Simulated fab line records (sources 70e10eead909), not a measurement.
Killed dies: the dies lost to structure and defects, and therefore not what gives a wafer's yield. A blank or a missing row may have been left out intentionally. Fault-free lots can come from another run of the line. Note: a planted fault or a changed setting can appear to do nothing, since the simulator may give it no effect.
Matching of chambers + flow nandHarc + NHARC_A_STAIRCASE_TRIM_229 on rieDiel-07: 4 sister chambers
The step chemistry O2, time 211.2 s. 20 wafers are shown with their chamber, then 10 later ones without.

## WAFERS PAIRED WITH THEIR CHAMBERS
| wafer  | chamber | drypumpMotorCurrentA (A) | showerheadPlenumPTorr (Torr) | oesProductAu (a.u.) |
|--------|---------|--------------------------|------------------------------|---------------------|
| L077.2 | 2       | 5.7                      | 3.32                         | 0.993               |
| L077.4 | 0       | 5.1                      | 3.46                         | 1.008               |
| L077.6 | 1       | 6.3                      | 3.54                         | 1.003               |
| L078.3 | 3       | 6.1                      | 3.48                         | 1.009               |
| L078.4 | 2       | 5.8                      | 3.31                         | 0.996               |
| L078.5 | 2       | 5.8                      | 3.32                         | 0.996               |
| L081.2 | 3       | 6.0                      | 3.47                         | 1.004               |
| L081.4 | 2       | 5.8                      | 3.31                         | 0.993               |
| L081.6 | 2       | 5.8                      | 3.31                         | 0.989               |
| L081.1 | 0       | 5.1                      | 3.45                         | 1.002               |
| L081.3 | 1       | 6.3                      | 3.53                         | 0.991               |
| L081.5 | 3       | 6.0                      | 3.47                         | 1.010               |
| L085.2 | 2       | 5.8                      | 3.30                         | 0.995               |
| L085.3 | 3       | 6.1                      | 3.46                         | 1.013               |
| L085.5 | 0       | 5.1                      | 3.45                         | 1.001               |
| L087.3 | 0       | 5.1                      | 3.44                         | 1.001               |
| L087.4 | 3       | 6.1                      | 3.46                         | 0.998               |
| L087.6 | 0       | 5.1                      | 3.44                         | 1.002               |
| L091.3 | 1       | 6.3                      | 3.52                         | 0.994               |
| L091.4 | 2       | 5.7                      | 3.29                         | 1.001               |

SIGNATURES (means of the wafers above)
| reading               | chamber 0 | chamber 1 | chamber 2 | chamber 3 | scatter within a chamber |
|-----------------------|-----------|-----------|-----------|-----------|--------------------------|
| drypumpMotorCurrentA  | 5.100     | 6.300     | 5.771     | 6.060     | 0.0405                   |
| showerheadPlenumPTorr | 3.4480    | 3.5300    | 3.3086    | 3.4680    | 0.00951                  |
| oesProductAu          | 1.00280   | 0.99600   | 0.99471   | 1.00680   | 0.00456                  |
Rule: for a wafer and a chamber, the distance is found by dividing, reading by reading, the gap between the wafer's reading and the chamber's mean by the reading's scatter, squaring, summing and taking the root. The wafer belongs to the nearest chamber; if the next one is less than 2 further off, it can't be placed. How the scatter is found: for the shown wafers, subtract from each reading the mean of its chamber, square and add these, divide the total by (wafers less chambers), then take the root.

## WAFERS WITHOUT THEIR CHAMBER
| wafer  | drypumpMotorCurrentA (A) | showerheadPlenumPTorr (Torr) | oesProductAu (a.u.) |
|--------|--------------------------|------------------------------|---------------------|
| L091.5 | 6.3                      | 3.52                         | 1.003               |
| L093.2 | 5.8                      | 3.29                         | 0.993               |
| L093.3 | 6.0                      | 3.45                         | 0.997               |
| L093.4 | 5.1                      | 3.44                         | 0.987               |
| L093.1 | 6.3                      | 3.52                         | 0.994               |
| L093.5 | 6.0                      | 3.45                         | 0.981               |
| L093.6 | 5.1                      | 3.44                         | 0.986               |
| L094.1 | 6.3                      | 3.51                         | 0.995               |
| L094.3 | 5.1                      | 3.44                         | 1.000               |
| L094.6 | 6.3                      | 3.52                         | 1.000               |

## EACH ONE'S CHAMBER
| wafer  | from the rows above | in truth |
|--------|---------------------|----------|
| L091.5 | 1                   | 1        |
| L093.2 | 2                   | 2        |
| L093.3 | 3                   | 3        |
| L093.4 | 0                   | 0        |
| L093.1 | 1                   | 1        |
| L093.5 | 3                   | 3        |
| L093.6 | 0                   | 0        |
| L094.1 | 1                   | 1        |
| L094.3 | 0                   | 0        |
| L094.6 | 1                   | 1        |
Correct placement for 10 of the 10. Number that these rows cannot place: 0. 0 placed wrongly.
